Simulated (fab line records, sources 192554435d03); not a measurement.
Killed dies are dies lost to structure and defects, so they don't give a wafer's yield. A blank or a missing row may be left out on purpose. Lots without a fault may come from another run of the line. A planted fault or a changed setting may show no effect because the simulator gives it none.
Chamber matching | flow n5_finfet | N5_BEOL_M7_ETCH_65 on rie_diel-05: 4 sister chambers
The step etches SiARC in CF4, target depth 15.6 nm, time 26 s. 8 wafers are shown with their chamber, then 8 later ones without.

WAFERS WITH THEIR CHAMBER
wafer  | chamber | drypump_motor_current_A (A) | throttle_valve_pct (%)
L075.3 | 0       | 5.7                         | 15.42
L079.1 | 0       | 5.7                         | 15.41
L079.6 | 2       | 5.2                         | 15.50
L082.1 | 2       | 5.1                         | 15.54
L082.3 | 1       | 5.7                         | 15.83
L085.3 | 1       | 5.8                         | 15.83
L085.6 | 3       | 6.3                         | 16.03
L086.2 | 3       | 6.3                         | 16.03

WAFERS WITHOUT THEIR CHAMBER
wafer  | drypump_motor_current_A (A) | throttle_valve_pct (%)
L086.4 | 5.7                         | 15.44
L086.6 | 5.7                         | 15.84
L087.1 | 5.7                         | 15.82
L087.3 | 5.7                         | 15.44
L087.6 | 5.2                         | 15.54
L090.2 | 6.3                         | 16.06
L090.5 | 6.3                         | 16.06
L090.6 | 5.8                         | 15.85

WHICH CHAMBER EACH WENT THROUGH
wafer  | from the rows above | in truth
L086.4 | 0                   | 0
L086.6 | 1                   | 1
L087.1 | 1                   | 1
L087.3 | 0                   | 0
L087.6 | 2                   | 2
L090.2 | 3                   | 3
L090.5 | 3                   | 3
L090.6 | 1                   | 1
Placed correctly: 8 of 8. Can't be placed from these rows: 0. Placed wrongly: 0.
How it was worked out, from the rows above alone: a wafer's distance from a chamber is the root of the sum, over the readings, of the square of ((its reading less the chamber's mean) divided by the reading's scatter). The wafer belongs to the nearest chamber; if the next one is less than 2 further off, it can't be placed. A chamber's mean is the mean of its shown wafers. The scatter: the root of (the sum of the squares of (reading less its chamber's mean) over the shown wafers, divided by (wafers less chambers)).
